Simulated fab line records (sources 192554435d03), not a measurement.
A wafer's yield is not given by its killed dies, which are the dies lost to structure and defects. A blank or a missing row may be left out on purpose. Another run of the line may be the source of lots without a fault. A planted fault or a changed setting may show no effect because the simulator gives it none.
fab line records | flow n5-finfet
[record] lots = 5 | wafers = 14 | last-day = 17
route steps=1938 shown FIN_CUT@166 BEOL_M4@1111
lots with no fault: from the same line, run without faults
start-h: hours from the record's opening day to when the first of the lot's shown wafers began | wait-h: time in hours since the lot's previous step | " same as the row above | L1.1+2: one row covering several wafers at once | - either no value or no given start | * or withheld: withheld | < > ~ a bound
route shown NAME@n: a module of which the file shows steps, and the number in the route of the first | usual: average and standard deviation across the fault-free wafers | same: alike in all rows | chamber/n: place in a boat | sites: the reading at each site | _std_site: the standard deviation of these | _edge_site: the outer-site mean with the inner-site mean subtracted | radius-mm: how far each site lies from the wafer's centre | mask NAME#n: copy n | behind: the tool/chamber that last shaped the wafer | hold: reason for holding the lot/hours on hold/outcome of the hold | device: names the non-switching transistor (n, p or np) | end of line: the tests these same wafers got at the end of their route | for a step that has no rows: nothing shown but its recipe | killed: not the wafer's yield, but the dies lost to structure and defects at the first sort | map: dies across one wafer; x = killed, . = not, _ = none there
set.NAME: the setting that was run; set.NAME@STEP: the one run at that earlier step | model.NAME: the simulator's own value behind a step, which no gauge read
lots at selected steps of the route; one table per step, one row per wafer
services: when a tool's chamber went out of use (start-h, in hours from the record's first day, below 0 if earlier), for how many hours, and the reason
[[steps]]
[step N5_FIN_CUT_DESCUM_13]
[recipe] chemistry = O2 | time-s = 7 | source-power-w = 50 | bias-power-w = 20 | pressure-mtorr = 20 | rf-frequency-hz = 2.712e+07 | temp-c = 40 | resist = CAR-EUV | o2-flow-sccm = 225
[step N5_FIN_CUT_ETCH_30]
[recipe] chemistry = N2/H2 | target = underlayer | target-depth-a = 130 | mask-material = CAR-EUV | time-s = 10.4 | ion-energy-ev = 200 | pressure-mtorr = 30 | source-w = 840 | bias-w = 150 | n2-flow-sccm = 200 | h2-flow-sccm = 200 | ends = cleared
[step N5_FIN_CUT_ETCH_20]
[recipe] chemistry = CF4 | target = SiARC | target-depth-a = 260 | mask-material = CAR-EUV | time-s = 43.3 | ion-energy-ev = 80 | pressure-mtorr = 40 | source-w = 545 | bias-w = 36 | Ar_flow_sccm = 100 | cf4-flow-sccm = 100 | ends = cleared
[step N5_FIN_CUT_ETCH_21]
[recipe] chemistry = N2/H2 | target = SOC | target-depth-a = 2190 | overetch-a = 438 | mask-material = SiARC | temp-c = 40 | ion-energy-ev = 100 | bias-w = 61 | time-s = 523.5 | pressure-mtorr = 30 | source-w = 850 | n2-flow-sccm = 200 | h2-flow-sccm = 200
[step N5_FIN_CUT_STRIP_23]
[recipe] chemistry = N2/H2 | temp-c = 40 | n2-flow-sccm = 200 | h2-flow-sccm = 200 | rf-frequency-hz = 6e+07
[step N5_FIN_CUT_STRIP_31]
[recipe] chemistry = N2/H2 | temp-c = 40 | n2-flow-sccm = 200 | h2-flow-sccm = 200 | rf-frequency-hz = 6e+07
[step N5_FIN_CUT_STRIP_24]
[recipe] chemistry = CF4 | resist = SiARC | power-w = 300 | bias-power-w = 75 | pressure-mtorr = 50 | cf4-flow-sccm = 150 | rf-frequency-hz = 6e+07
[step N5_FIN_CUT_CUT_ETCH_26]
[recipe] chemistry = CH3F/O2 | target = SiNx | target-depth-a = 390 | mask-material = SOC | time-s = 55.7 | pressure-mtorr = 30 | source-w = 395 | bias-w = 73 | Ar_flow_sccm = 150 | CH3F_flow_sccm = 30 | O2_flow_sccm = 20 | ion-energy-ev = 120
[step N5_FIN_CUT_CUT_ETCH_27]
[recipe] chemistry = CHF3/O2 | target = SiO2 | target-depth-a = 40 | mask-material = SOC | overetch-a = 20 | time-s = 4.9 | pressure-mtorr = 30 | source-w = 650 | bias-w = 170 | Ar_flow_sccm = 200 | CHF3_flow_sccm = 50 | O2_flow_sccm = 5 | ion-energy-ev = 200
[step N5_FIN_CUT_PRECLEAN_35]
[recipe] time-s = 13.3 | temp-c = 45 | pressure-torr = 125 | p-hf-torr = 3 | p-coreactant-torr = 25 | chemistry = vHF
[step N5_FIN_CUT_CUT_ETCH_15]
[recipe] chemistry = HBr/Cl2/O2 | target = Si | target-depth-a = 1000 | bt-time-s = 10 | mask-material = SOC | time-s = 42.4 | ion-energy-ev = * | bias-w = * | pressure-mtorr = 10 | icp-w = 800 | HBr_flow_sccm = 150 | Cl2_flow_sccm = 80 | O2_flow_sccm = 12
[usual] chamber-pressure-mTorr = 9.999/0.013 | drypump-motor-current-A = 5.9/0.43 | oes-product-au = 0.999/0.015 | throttle-valve-pct = 37.1/0.37
lot.wafer | tool      | chamber | start-h | wait-h | chamber-pressure-mTorr | drypump-motor-current-A | oes-product-au | rf-hours-counter-h | throttle-valve-pct | model.FIN_CUT.feature-depth-nm | model.etch.depth-nm | model.SOC_of_FIN_CUT_COAT_18.thk-nm
L280.3    | rie-si-01 | 1       | 54.91   | 0.0    | 9.989                  | 5.2                     | 1.022          | 180                | 37.4               | 98.4                           | 98.42               | 170
L280.5    | "         | 3       | "       | "      | 9.986                  | 5.7                     | 0.979          | -                  | 37.5               | 99                             | 99.03               | 170
L280.6    | "         | 0       | "       | "      | 10.023                 | 6.8                     | 1.001          | -                  | 37.2               | 100.4                          | 100.5               | 169.6
L289.1    | rie-si-01 | 1       | 106.42  | 0.1    | 10.011                 | 5.2                     | 1.053          | 181                | 37.4               | 138.2                          | 138.2               | 156.8
L289.2    | "         | 2       | "       | "      | 9.999                  | 5.5                     | 0.991          | 56                 | 36.6               | 100.6                          | 100.7               | 170.4
L289.5    | "         | 1       | "       | "      | 10.000                 | 5.2                     | 1.054          | -                  | 37.4               | 137.4                          | 137.3               | 156
L290.1    | rie-si-01 | 1       | 114.15  | 0.1    | 10.001                 | 5.2                     | 1.061          | 181                | 37.4               | 138.8                          | 138.7               | 155
L290.2    | "         | 3       | "       | "      | 9.999                  | 5.7                     | 0.977          | 161                | 37.5               | 98.8                           | 98.89               | 170.8
L290.4    | "         | 2       | "       | "      | 10.004                 | 5.5                     | 0.991          | 56                 | 36.6               | 101                            | 100.9               | 169.4
L294.4    | rie-si-01 | 2       | 139.24  | 0.0    | 10.004                 | 5.5                     | 0.995          | 57                 | 36.6               | 100.4                          | 100.4               | 168
L294.5    | "         | 0       | "       | "      | 10.002                 | 6.7                     | 1.040          | -                  | 37.2               | 142.6                          | 142.5               | 152.8
L299.2    | rie-si-05 | 3       | 165.72  | 0.1    | 10.004                 | 5.7                     | 0.980          | 186                | 37.0               | 99.6                           | 99.59               | 170.2
L299.4    | "         | 1       | "       | "      | 10.007                 | 5.8                     | 1.027          | -                  | 36.6               | 101.8                          | 101.9               | 169
L299.6    | "         | 3       | "       | "      | 9.990                  | 5.7                     | 0.982          | -                  | 37.0               | 99.8                           | 99.77               | 170.2
[step N5_FIN_CUT_CUT_ETCH_28]
[recipe] chemistry = HBr/Cl2/O2 | target = Si | target-depth-a = 60 | mask-material = SOC | time-s = 2.4 | ion-energy-ev = * | bias-w = * | pressure-mtorr = 10 | icp-w = 800 | HBr_flow_sccm = 150 | Cl2_flow_sccm = 80 | O2_flow_sccm = 12
[usual] chamber-pressure-mTorr = 10.000/0.0094 | drypump-motor-current-A = 5.9/0.43 | oes-product-au = 0.999/0.015 | throttle-valve-pct = 37.1/0.37
lot.wafer | tool      | chamber | start-h | wait-h | chamber-pressure-mTorr | drypump-motor-current-A | oes-product-au | rf-hours-counter-h | throttle-valve-pct | model.SOC_of_FIN_CUT_COAT_18.thk-nm
L280.3    | rie-si-01 | 1       | 54.97   | 0.0    | 9.985                  | 5.2                     | 1.019          | 180                | 37.4               | 168.4
L280.5    | "         | 3       | "       | "      | 9.990                  | 5.7                     | 0.981          | -                  | 37.6               | 168.2
L280.6    | "         | 0       | "       | "      | 9.989                  | 6.8                     | 1.000          | -                  | 37.2               | 168
L289.1    | rie-si-01 | 1       | 106.48  | 0.0    | 10.013                 | 5.2                     | 1.018          | 181                | 37.4               | 155.2
L289.2    | "         | 2       | "       | "      | 9.994                  | 5.5                     | 0.992          | 56                 | 36.6               | 168.6
L289.5    | "         | 1       | "       | "      | 10.003                 | 5.2                     | 1.020          | -                  | 37.4               | 154.4
L290.1    | rie-si-01 | 1       | 114.21  | 0.0    | 10.003                 | 5.2                     | 1.015          | 181                | 37.4               | 153.4
L290.2    | "         | 3       | "       | "      | 10.007                 | 5.7                     | 0.972          | 161                | 37.6               | 169.2
L290.4    | "         | 2       | "       | "      | 10.016                 | 5.5                     | 0.981          | 56                 | 36.6               | 167.6
L294.4    | rie-si-01 | 2       | 139.30  | 0.0    | 10.002                 | 5.5                     | 0.985          | 57                 | 36.6               | 166.2
L294.5    | "         | 0       | "       | "      | 10.009                 | 6.8                     | 0.998          | -                  | 37.2               | 151.2
L299.2    | rie-si-05 | 3       | 165.78  | 0.0    | 9.994                  | 5.7                     | 0.989          | 186                | 37.0               | 168.4
L299.4    | "         | 1       | "       | "      | 9.979                  | 5.8                     | 1.020          | -                  | 36.6               | 167.2
L299.6    | "         | 3       | "       | "      | 10.006                 | 5.7                     | 0.979          | -                  | 37.0               | 168.4
[step N5_FIN_CUT_STRIP_22]
[recipe] chemistry = N2/H2 | power-w = 500 | temp-c = 40 | pressure-mtorr = 50 | rf-frequency-hz = 6e+07 | overash-fraction = 0.3 | bias-power-w = 8 | h2-frac = 0.5 | n2-flow-sccm = 300 | h2-flow-sccm = 300
[step N5_BEOL_M4_RC_MEAS_101]
[usual] DIBL_N = 36.1/1.5 | DIBL_P = 36.1/1.9 | IOFF_N = 0.159/0.029 | IOFF_P = 0.21/0.038 | ION_N = 675/11 | ION_P = 464/8.1 | SS_N = 71.5/0.57 | SS_P = 73.3/0.64 | VT_N = 249/3.1 | VT_P = -250/3.8
lot.wafer | tool      | chamber | start-h | wait-h | DIBL_N[mV/V] | DIBL_P[mV/V] | IOFF_N[nA/um] | IOFF_P[nA/um] | ION_N[uA/um] | ION_P[uA/um] | SS_N[mV/dec] | SS_P[mV/dec] | VT_N[mV] | VT_P[mV]
L280.3    | prober-02 | 0       | 193.20  | 0.4    | 33.5         | 33.5         | 0.125         | 0.17          | 664          | 457          | 71.5         | 72.7         | 251      | -256
L280.5    | "         | 0       | "       | "      | 35.7         | 34.8         | 0.148         | 0.19          | 676          | 462          | 71.3         | 73.4         | 252      | -253
L280.6    | "         | 0       | "       | "      | 32.4         | 32.2         | 0.111         | 0.16          | 666          | 458          | 70.1         | 72.4         | 253      | -253
L289.1    | prober-01 | 0       | 248.35  | 0.0    | 36.7         | 37.0         | 0.166         | 0.22          | 682          | 465          | 71.9         | 73.0         | 248      | -248
L289.2    | "         | 0       | "       | "      | 36.1         | 36.4         | 0.141         | 0.20          | 680          | 464          | 71.0         | 73.5         | 252      | -250
L289.5    | "         | 0       | "       | "      | 34.4         | 34.9         | 0.118         | 0.18          | 662          | 458          | 71.3         | 73.1         | 254      | -251
L290.1    | prober-02 | 0       | 249.11  | 0.3    | 34.2         | 33.0         | 0.137         | 0.16          | 675          | 455          | 70.6         | 73.3         | 249      | -255
L290.2    | "         | 0       | "       | "      | 38.1         | 37.4         | 0.207         | 0.22          | 685          | 458          | 71.4         | 73.5         | 244      | -252
L290.4    | "         | 0       | "       | "      | 34.7         | 33.6         | 0.149         | 0.17          | 678          | 456          | 70.5         | 73.0         | 248      | -256
L294.4    | prober-01 | 0       | 274.52  | 0.5    | 37.4         | 40.7         | 0.218         | 0.29          | 696          | 479          | 72.7         | 74.3         | 245      | -247
L294.5    | "         | 0       | "       | "      | 35.5         | 37.2         | 0.162         | 0.22          | 684          | 468          | 71.3         | 72.6         | 248      | -247
L299.2    | prober-01 | 0       | 321.60  | 0.2    | 36.2         | 37.9         | 0.192         | 0.27          | 679          | 475          | 71.6         | 74.0         | 246      | -244
L299.4    | "         | 0       | "       | "      | 34.7         | 35.0         | 0.153         | 0.21          | 683          | 473          | 71.3         | 73.3         | 249      | -250
L299.6    | "         | 0       | "       | "      | 36.2         | 36.5         | 0.183         | 0.23          | 682          | 463          | 71.3         | 74.1         | 248      | -248
[[services]]
tool      | chamber | start-h | hours | kind
rie-si-01 | 3       | 63.25   | 2.8   | repair
rie-si-01 | 1       | 72.85   | 15.0  | repair
rie-si-05 | 2       | 142.00  | 35.5  | repair
rie-si-01 | 1       | 145.51  | 2.4   | repair
rie-si-05 | -       | 149.31  | 2.8   | pm
[[key]]
[first-sign] step = N5_FIN_CUT_CUT_ETCH_15 | reading = oes-product-au | direction = up | sigmas = 3.5 | usual = 0.999 | struck = 1.052
effect none on later readings
[model-effect] step = N5_FIN_CUT_CUT_ETCH_15 | value = FIN_CUT.feature-depth-nm | without = 98.3 | struck = 139.2
[model-effect] step = N5_FIN_CUT_CUT_ETCH_28 | value = SOC_of_FIN_CUT_COAT_18.thk-nm | without = 168.8 | struck = 153.6
met-at N5_FIN_CUT_CUT_ETCH_15
struck-wafers L289.1,L289.5,L290.1,L294.5
onset-between 54.91 106.42
[fault] kind = process-parameter-drift | tool = rie-si-01 | chamber = - | onset-h = 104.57 | steps = N5_FIN_CUT_CUT_ETCH_15 | channel = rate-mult | offset = 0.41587 | shape = step | end-h = 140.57 | scope = struck-wafers-only
